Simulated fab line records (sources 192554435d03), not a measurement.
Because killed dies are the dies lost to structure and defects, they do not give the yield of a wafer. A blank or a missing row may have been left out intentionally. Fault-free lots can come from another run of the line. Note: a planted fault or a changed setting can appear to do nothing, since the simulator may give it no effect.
A struck lot beside a sound one	flow n5Finfet	25 out of 1938 route steps
Sound: wafers L980.1, L980.2, L980.4. The struck wafers were L991.2, L991.3, L991.6. Last of all comes the cause.
Per side, at each step with rows, come the tool, then ch with its chambers, and then its first start. Under that, the readings that differ: sound wafers	struck wafers	difference of the means	sigmas: that difference in standard deviations of wafers without a fault.
alike: same words and numbers on both sides, and readings whose means sit less than 2 such deviations apart. not compared: any withheld reading, any reading some wafer has no value for, any bound like >300 that may hide the same value, and any number with overlapping values for which the record gives no deviation.
The two part at a step that has a row with sigmas, a row that says differs or no value, or rows on one side only. Numbers that don't overlap but have no deviation are shown without sigmas and don't part them. A reading that every wafer of one side lacks parts them only if that side has two wafers or more.

first, 9 steps without rows for these wafers: N5_WELL_APT_DEVELOP_24 (develop time 45 s); N5_WELL_APT_HARDBAKE_29 (time 120 s); N5_WELL_APT_DESCUM_30 (chemistry O2, time 7.9 s); N5_WELL_APT_IMPLANT_31; N5_WELL_APT_IMPLANT_32; N5_WELL_APT_STRIP_33 (strips in SPM, time 900 s); N5_WELL_APT_RTA_34 (time 10 s); N5_WELL_APT_OXIDE_STRIP_42 (strips SiO2 in dHF, time 45 s, target depth 12 nm); N5_WELL_APT_PRECLEAN_36 (cleans in O3/DIW, time 45 s).
N5_WELL_APT_PRECLEAN_39: cleans in dHF, time 60 s.
  sound on wetBench-03 ch 1,5,6, day 2 04:07; struck on wetBench-03 ch 3,4,5, day 4 22:41
then, 2 steps without rows for these wafers: N5_WELL_APT_SRD_37 (time 30 s); N5_WELL_APT_EPI_41 (deposits Si from SiH4/H2, target thk 50 nm, time 297.7 s).
N5_WELL_APT_INSPECT_38: inspects for defects (darkfield).
  sound on defectInspect-01, day 2 04:50; struck on defectInspect-02, day 4 23:23
reading	sound	struck	difference	sigmas
rawDefectCount	8 11 8	1429 1475 1498	+1458	+99 or more
then, 8 steps without rows for these wafers: N5_PMOS_HMC_CHANNEL_EPI_HM_DEP_34 (deposits SiO2 from TEOS/O2, target thk 36 nm, time 6.9 s); N5_PMOS_HMC_CHANNEL_EPI_COAT_31 (time 60 s, resist thk 66 nm); N5_PMOS_HMC_CHANNEL_EPI_COAT_03 (resist thk 205 nm); N5_PMOS_HMC_CHANNEL_EPI_EBR_05; N5_PMOS_HMC_CHANNEL_EPI_SOFTBAKE_04 (time 60 s); N5_PMOS_HMC_CHANNEL_EPI_EXPOSE_06 (exposes mask PMOS HMC BLK, target cd 240 nm); N5_PMOS_HMC_CHANNEL_EPI_PEB_07 (peb time 60 s); N5_PMOS_HMC_CHANNEL_EPI_DEVELOP_08 (develop time 30 s).
N5_PMOS_HMC_CHANNEL_EPI_INSPECT_11: inspects for defects (macro).
  sound on defectInspect-02, day 2 05:13; struck on defectInspect-02, day 4 23:53
reading	sound	struck	difference	sigmas
rawDefectCount	0 2 0	>300 >300 >300	differs	
then, 1 step without rows for these wafers: N5_PMOS_HMC_CHANNEL_EPI_DESCUM_14 (chemistry O2, time 7.9 s).
-- a jump in the record: the struck wafers' starts before and after are 6 days apart (it breaks off in module PMOS_HMC_CHANNEL_EPI and resumes in module BEOL_M4, where the first step shown is number 1111 of the route) --
N5_BEOL_M4_RC_MEAS_101:
  sound on prober-02 ch 0, day 8 20:29; struck on prober-01 ch 0, day 11 09:58
  alike: DIBL_N, DIBL_P, IOFF_N, IOFF_P, ION_N, ION_P, SS_N, SS_P, VT_N, VT_P
-- a jump in the record: the struck wafers' starts before and after are 6 days apart (it breaks off in module BEOL_M4 and resumes in module PASSIVATION, where the first step shown is number 1936 of the route) --
N5_PASSIVATION_PROBE_49:
  sound on prober-02, day 13 09:58; struck on prober-01, day 17 04:22
reading	sound	struck	difference	sigmas
defectLimitedYield (%)	90.8 88.2 93.9	80.6 83.7 80.2	-9.5	-6
killedAtFrontEnd	40 72 38	181 154 183	+123	+13
killedDies	109 139 72	229 192 234	+112	+6
killedShort	25 53 31	24 15 22	-16	-2
sort_bin_5_function (%)	5.2 6.5 3.0	11.3 9.6 12.3	+6.2	+6
sortNPass	1071 1041 1108	951 988 946	-112	-6
sortYieldPct (%)	90.8 88.2 93.9	80.6 83.7 80.2	-9.5	-6
  alike: killed_at_M0_to_M3, killed_at_M4_up, killedAtContacts, killedAtOther, killedOnRim, killedOpen, sort_bin_6_memory

== WHERE THEY PART ==
Last at N5_PASSIVATION_PROBE_49 as far as this record goes, first at N5_WELL_APT_INSPECT_38.

WHY: what the simulator had put in
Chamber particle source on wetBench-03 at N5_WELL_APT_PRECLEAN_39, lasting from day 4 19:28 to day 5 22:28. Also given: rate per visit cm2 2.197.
